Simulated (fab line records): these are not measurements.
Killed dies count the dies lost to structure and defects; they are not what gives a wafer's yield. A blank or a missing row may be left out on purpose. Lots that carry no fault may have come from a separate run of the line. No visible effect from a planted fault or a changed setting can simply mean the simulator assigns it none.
fab line records | flow nandHarc
[record] lots = 11 wafers = 33 lastDay = 23
route steps=1159 shown A_SGD_CUT@776 A_SLIT@781
lots with no fault: from the same line, run without faults
startH: start of the lot's first displayed wafer, in hours after the record's first day | waitH: hours from the lot's prior step to this one | " same as the row above | L1.1+2: one row covering several wafers at once | - no value present, or no start provided | * or withheld: withheld | < > ~ a bound
route shown NAME@n: a module of which the file shows steps, and the number in the route of the first | usual: the fault-free wafers' mean and standard deviation | same: alike in all rows | chamber/n: place in a boat | sites: readings site by site | _std_site: standard deviation across them | _edge_site: inner sites' mean taken away from outer sites' mean | radiusMm: for every site, how far away it sits from the centre of the wafer | mask NAME#n: copy n | behind: the last tool/chamber to shape the wafer | hold: why the lot was held/for how many hours/how that ended | device: which transistor (n, p or np) failed to switch | end of line: the tests these same wafers got at the end of their route | where a step has no rows: the recipe by itself | killed: not the wafer's yield, but the dies lost to structure and defects at the first sort | map: shows each die of a wafer: x if killed, . if not, _ if none is there
set.NAME: the setting as run; set.NAME@STEP: as run at that earlier step | model.NAME: the simulator's own value behind a step, which no gauge read
a sample of lots followed through the steps of the route, with each step as a table and each wafer as a row
services: the hour from which a tool's chamber was out of use, counted from the record's first day as startH (under 0 if before that day), plus the number of hours and why
[[steps]]
[step NHARC_A_SGD_CUT_ETCHBACK_24]
[recipe] targetDepthA = 500 overEtchFrac = 0.3 timeS = 92.857 ionEnergyEv = 120 ch3fFlowSccm = 50 o2FlowSccm = 30 arFlowSccm = 200 rfW = 500 biasW = 100 chemistry = CH3F/O2
[usual] drypumpMotorCurrentA = 5.6/0.44 oesProductAu = 0.97/0.032 rfVppV = 244.4/1.6 showerheadPlenumPTorr = 2.46/0.096 throttleValvePct = 20.664/0.0091
// columns lot.wafer tool chamber startH waitH drypumpMotorCurrentA oesProductAu rfHoursCounterH rfVppV showerheadPlenumPTorr throttleValvePct
L598.1 rieDiel-04 3 318.08 0.1 5.8 0.99 1 246.3 2.50 20.666
L598.4 " 1 " " 6.1 0.98 1 244.3 2.44 20.665
L598.5 " 3 " " 5.8 0.99 - 244.6 2.50 20.664
L599.3 rieDiel-03 2 318.09 0.2 4.9 0.98 8 247.1 2.56 20.633
L599.2 " 3 " " 4.9 0.99 8 247.6 2.63 20.667
L599.4 " 0 " " 5.6 1.02 8 244.3 2.43 20.666
L603.1 rieDiel-03 0 348.97 0.1 5.6 1.01 11 244.4 2.43 20.651
L603.2 " 1 " " 5.5 0.99 10 244.0 2.43 20.653
L603.5 " 1 " " 5.5 0.99 - 243.7 2.43 20.676
L606.2 rieDiel-03 1 364.62 0.2 5.5 1.00 12 243.7 2.43 20.673
L606.5 " 2 " " 4.9 0.98 - 242.6 2.56 20.667
L606.6 " 1 " " 5.5 1.01 - 243.1 2.43 20.673
L608.4 rieDiel-04 3 370.65 0.1 5.8 0.99 5 244.6 2.50 20.654
L608.2 " 0 " " 5.6 1.00 3 242.5 2.44 20.679
L608.1 " 1 " " 6.1 0.98 5 243.4 2.44 20.656
L609.1 rieDiel-03 3 385.36 0.2 4.9 1.00 16 246.0 2.63 20.656
L609.3 " 0 " " 5.6 1.03 13 243.8 2.43 20.677
L609.2 " 1 " " 5.5 1.00 14 242.9 2.43 20.663
L611.1 rieDiel-04 1 385.44 0.2 6.2 0.93 6 243.3 2.44 20.669
L611.4 " 2 " " 5.2 0.93 6 244.0 2.41 20.661
L611.6 " 0 " " 5.6 0.94 - 244.2 2.44 20.655
L617.4 rieDiel-07 0 432.53 0.1 6.2 1.00 2 242.4 2.32 20.687
L617.2 " 1 " " 6.1 1.00 2 241.7 2.28 20.653
L617.3 " 2 " " 5.8 1.01 2 244.5 2.43 20.667
L618.3 rieDiel-03 2 432.54 0.1 4.9 0.94 2 244.9 2.56 20.668
L618.1 " 0 " " 5.6 0.97 2 244.1 2.43 20.655
L618.5 " 2 " " 4.9 0.94 - 245.6 2.56 20.662
L621.2 rieDiel-03 1 444.79 0.2 5.5 0.97 4 244.1 2.42 20.667
L621.4 " 1 " " 5.5 0.98 - 243.7 2.42 20.660
L621.5 " 2 " " 4.9 0.97 - 245.3 2.56 20.668
L620.4 rieDiel-04 0 444.95 0.3 5.6 0.94 9 244.5 2.44 20.666
L620.3 " 1 " " 6.1 0.91 11 244.9 2.44 20.670
L620.6 " 0 " " 5.6 0.94 - 243.5 2.44 20.672
[step NHARC_A_SLIT_DEP_23]
[recipe] targetThkA = 1000 targetThkNm = 100 tempC = 400 pressureTorr = 3.5 flowSccm = 200 rfW = 350 material = SiON
[usual] heaterPowerW = 778/82
// columns lot.wafer tool chamber startH waitH heaterPowerW
L599.2 pecvd-02 1 320.69 1.3 796
L599.3 " 2 " " 850
L599.4 " 1 " " 787
L598.1 pecvd-03 1 320.74 1.7 653
L598.4 " 0 " " 720
L598.5 " 1 " " 718
L603.1 pecvd-02 2 352.21 1.7 891
L603.2 " 1 " " 766
L603.5 " 0 " " 833
L606.2 pecvd-03 0 368.00 1.3 863
L606.6 " 1 " " 688
L606.5 " 2 " " 725
L608.2 pecvd-01 2 375.78 1.3 858
L608.1 " 0 " " 724
L608.4 " 0 " " 743
L609.2 pecvd-02 2 388.12 1.3 853
L609.3 " 0 " " 817
L609.1 " 1 " " 816
L611.1 pecvd-03 0 389.47 1.7 856
L611.6 " 2 " " 747
L611.4 " 0 " " 863
L617.3 pecvd-02 2 435.18 1.0 947
L617.2 " 0 " " 786
L617.4 " 0 " " 803
L618.3 pecvd-03 1 435.31 1.0 667
L618.1 " 2 " " 813
L618.5 " 2 " " 813
L621.2 pecvd-01 1 447.55 1.3 654
L621.5 " 1 " " 671
L621.4 " 0 " " 715
L620.3 pecvd-02 1 448.57 1.0 813
L620.4 " 2 " " 884
L620.6 " 1 " " 819
[step NHARC_A_SLIT_EXPOSE_06]
[recipe] na = 1.35 doseMj = 60.82 maskId = SLIT
[usual] exposureDoseMJCm2 = 60.78/0.063
// columns lot.wafer tool chamber startH waitH mask exposureDoseMJCm2
L598.1 arfiScanner-01 0 321.22 - SLIT#0 60.67
L598.4 " 0 " " SLIT#0 60.74
L598.5 " 0 " " SLIT#0 60.70
L599.2 arfiScanner-02 0 321.38 - SLIT#0 60.77
L599.3 " 0 " " SLIT#0 60.69
L599.4 " 0 " " SLIT#0 60.75
L603.1 arfiScanner-02 0 352.75 - SLIT#0 60.85
L603.2 " 0 " " SLIT#0 60.85
L603.5 " 0 " " SLIT#0 60.85
L606.2 arfiScanner-03 0 368.54 - SLIT#0 60.84
L606.5 " 0 " " SLIT#0 60.90
L606.6 " 0 " " SLIT#0 60.87
L608.1 arfiScanner-01 0 376.20 - SLIT#0 60.76
L608.2 " 0 " " SLIT#0 60.78
L608.4 " 0 " " SLIT#0 60.69
L609.1 arfiScanner-01 0 388.54 - SLIT#0 60.78
L609.2 " 0 " " SLIT#0 60.77
L609.3 " 0 " " SLIT#0 60.82
L611.1 arfiScanner-01 0 389.85 - SLIT#0 60.79
L611.4 " 0 " " SLIT#0 60.76
L611.6 " 0 " " SLIT#0 60.72
L617.2 arfiScanner-01 0 435.69 - SLIT#0 60.71
L617.3 " 0 " " SLIT#0 60.68
L617.4 " 0 " " SLIT#0 60.69
L618.1 arfiScanner-03 0 435.84 - SLIT#0 60.83
L618.3 " 0 " " SLIT#0 60.86
L618.5 " 0 " " SLIT#0 60.84
L621.2 arfiScanner-03 0 447.97 - SLIT#0 60.73
L621.4 " 0 " " SLIT#0 60.88
L621.5 " 0 " " SLIT#0 60.75
L620.3 arfiScanner-03 0 448.93 - SLIT#0 60.80
L620.4 " 0 " " SLIT#0 60.81
L620.6 " 0 " " SLIT#0 60.70
[step NHARC_A_SLIT_OVL_MEAS_10]
[usual] overlayXNm = 0.1/0.86 overlayYNm = -0.1/0.89
// columns lot.wafer tool chamber startH waitH hold overlayXNm overlayYNm
L598.1 overlay-01 - 321.45 - - -0.6 -0.4
L598.4 " - " " - -0.2 -0.8
L598.5 " - " " - 0.0 -1.4
L599.2 overlay-02 - 321.60 - - 1.3 0.6
L599.3 " - " " - 0.8 0.6
L599.4 " - " " - 0.3 0.9
L603.1 overlay-01 - 352.98 - - 0.0 -0.6
L603.2 " - " " - -0.3 -0.1
L603.5 " - " " - 0.1 -0.4
L606.2 overlay-02 - 368.77 - - -0.2 -1.2
L606.5 " - " " - 0.0 -1.5
L606.6 " - " " - 0.1 -0.6
L608.1 overlay-01 - 376.43 - - 0.3 -2.2
L608.2 " - " " - 0.0 -2.6
L608.4 " - " " - 0.4 -2.6
L609.1 overlay-01 - 388.76 - - -0.8 -0.6
L609.2 " - " " - -0.4 0.4
L609.3 " - " " - -1.3 -0.8
L611.1 overlay-01 - 390.08 - awaitDispo/0.2h/release 8.7 -0.2
L611.4 " - " " awaitDispo/0.2h/release 9.1 -0.6
L611.6 " - " " awaitDispo/0.2h/release 8.8 0.1
L611.1 overlay-01 - 390.25 0.2 - 8.7 -0.3
L611.4 " - " " - 9.1 -0.8
L611.6 " - " " - 8.7 -0.4
L617.2 overlay-01 - 435.91 - awaitDispo/0.2h/release 10.3 1.0
L617.3 " - " " awaitDispo/0.2h/release 9.5 0.7
L617.4 " - " " awaitDispo/0.2h/release 9.9 0.9
L617.2 overlay-01 - 436.09 0.2 - 9.7 0.8
L617.3 " - " " - 10.4 1.3
L617.4 " - " " - 10.5 1.1
L618.1 overlay-02 - 436.08 - - -1.0 -1.1
L618.3 " - " " - -1.3 -0.7
L618.5 " - " " - -0.7 -0.9
L621.2 overlay-01 - 448.20 - - -1.9 -1.1
L621.4 " - " " - -1.5 -0.7
L621.5 " - " " - -1.2 -1.1
L620.3 overlay-02 - 449.15 - - 1.1 1.1
L620.4 " - " " - 1.4 1.0
L620.6 " - " " - 1.9 0.2
[step NHARC_A_SLIT_STRIP_18]
[recipe] o2FlowSccm = 500 arFlowSccm = 0 biasW = 0 chemistry = O2
[usual] drypumpMotorCurrentA = 5.5/0.38 oesProductAu = 1.003/0.015 rfVppV = 57.9/0.95 showerheadPlenumPTorr = 3.58/0.13 throttleValvePct = 17.037/0.0093
// columns lot.wafer tool chamber startH waitH drypumpMotorCurrentA oesProductAu rfHoursCounterH rfVppV showerheadPlenumPTorr throttleValvePct
L598.1 rieDiel-10 3 - - 5.4 1.013 9 57.9 3.43 17.027
L598.4 " 1 " " 5.4 0.995 13 57.0 3.47 17.039
L598.5 " 3 " " 5.3 1.011 - 57.2 3.43 17.033
L599.4 rieDiel-12 0 - - 5.1 1.018 8 58.0 3.74 17.036
L599.2 " 1 " " 6.2 1.027 7 57.4 3.54 17.050
L599.3 " 3 " " 5.6 0.993 7 57.4 3.43 17.021
L603.2 rieDiel-12 2 - - 5.1 1.008 10 56.8 3.44 17.027
L603.1 " 3 " " 5.6 0.990 8 56.9 3.43 17.029
L603.5 " 1 " " 6.2 1.028 - 56.2 3.54 17.043
L606.2 rieDiel-10 0 - - 5.6 0.973 1 58.8 3.51 17.042
L606.6 " 1 " " 5.4 0.975 - 58.6 3.47 17.050
L606.5 " 2 " " 5.0 0.996 - 59.7 3.78 17.036
L608.4 rieDiel-05 1 - - 5.4 1.011 2 57.8 3.52 17.037
L608.1 " 2 " " 5.5 0.986 2 58.2 3.66 17.025
L608.2 " 0 " " 5.7 1.003 2 59.4 3.78 17.037
L609.2 rieDiel-12 0 - - 5.1 1.030 1 58.2 3.74 17.024
L609.1 " 1 " " 6.2 1.029 1 57.3 3.53 17.047
L609.3 " 2 " " 5.1 1.012 0 57.9 3.43 17.019
L611.4 rieDiel-12 0 - - 5.1 1.014 1 58.5 3.74 17.033
L611.1 " 3 " " 5.6 0.982 0 57.7 3.43 17.056
L611.6 " 1 " " 6.2 1.029 - 56.6 3.53 17.041
L617.2 rieDiel-12 2 - - 5.1 1.013 3 55.7 3.43 17.038
L617.3 " 3 " " 5.6 0.985 3 58.3 3.43 17.040
L617.4 " 1 " " 6.3 1.022 3 59.1 3.53 17.055
L618.1 rieDiel-05 1 - - 5.3 0.994 8 56.2 3.52 17.019
L618.3 " 2 " " 5.5 0.999 6 57.7 3.66 17.036
L618.5 " 0 " " 5.6 0.992 - 58.5 3.78 17.033
L621.2 rieDiel-05 1 - - 5.3 1.007 8 58.4 3.52 17.033
L621.4 " 2 " " 5.5 0.992 7 58.9 3.66 17.033
L621.5 " 2 " " 5.5 0.998 - 59.0 3.66 17.024
L620.3 rieDiel-05 1 - - 5.3 0.995 8 56.2 3.52 17.030
L620.4 " 2 " " 5.5 0.997 7 58.6 3.66 17.036
L620.6 " 0 " " 5.6 0.985 - 57.9 3.78 17.046
[[services]]
// columns tool chamber startH hours kind
rieDiel-12 1 294.53 4.5 repair
arfiScanner-03 - 312.00 4.0 pm
arfiScanner-01 - 313.42 3.7 repair
rieDiel-03 1 328.69 3.5 repair
pecvd-03 0 329.89 3.9 repair
pecvd-02 - 334.34 13.0 pm
arfiScanner-01 - 334.88 1.2 repair
rieDiel-05 - 340.62 9.0 pm
rieDiel-04 1 343.91 4.4 repair
rieDiel-12 3 348.14 4.3 repair
rieDiel-04 0 348.26 18.2 repair
rieDiel-10 - 353.60 9.0 pm
rieDiel-12 0 355.24 14.2 repair
rieDiel-05 - 355.45 0.4 repair
rieDiel-03 0 358.74 14.8 repair
arfiScanner-01 - 368.99 4.0 pm
rieDiel-03 - 377.83 2.6 repair
rieDiel-12 - 379.40 9.0 pm
arfiScanner-01 - 392.24 1.9 repair
rieDiel-03 - 392.56 9.0 pm
pecvd-03 - 394.27 2.7 repair
rieDiel-05 2 408.44 7.4 repair
pecvd-03 2 431.30 3.2 repair
rieDiel-03 0 441.54 11.7 repair
[[key]]
[firstSign] step = NHARC_A_SLIT_OVL_MEAS_10 reading = visit direction = added
[effect] step = NHARC_A_SLIT_OVL_MEAS_10 reading = overlayXNm direction = up sigmas = 11 usual = 0.1 struck = 9.4
metAt NHARC_A_SLIT_EXPOSE_06
struckLots L611,L617
testerLeftOut L611,L617
notActingAt NHARC_A_SGD_CUT_ETCHBACK_24,NHARC_A_SLIT_DEP_23,NHARC_A_SLIT_STRIP_18
onsetBetween 388.54 389.85
[fault] kind = scannerMatchingOverlay tool = arfiScanner-01 chamber = - onsetH = 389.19 steps = NHARC_A_SLIT_EXPOSE_06 offset = 8.9622
// testerLeftOut: of these lots the tester's yield and bins aren't shown, on N5 and GAA mostly nor the transistor test; their killed dies are dies lost to structure and defects alone, not to doping, threshold or leakage, so they don't give the yield
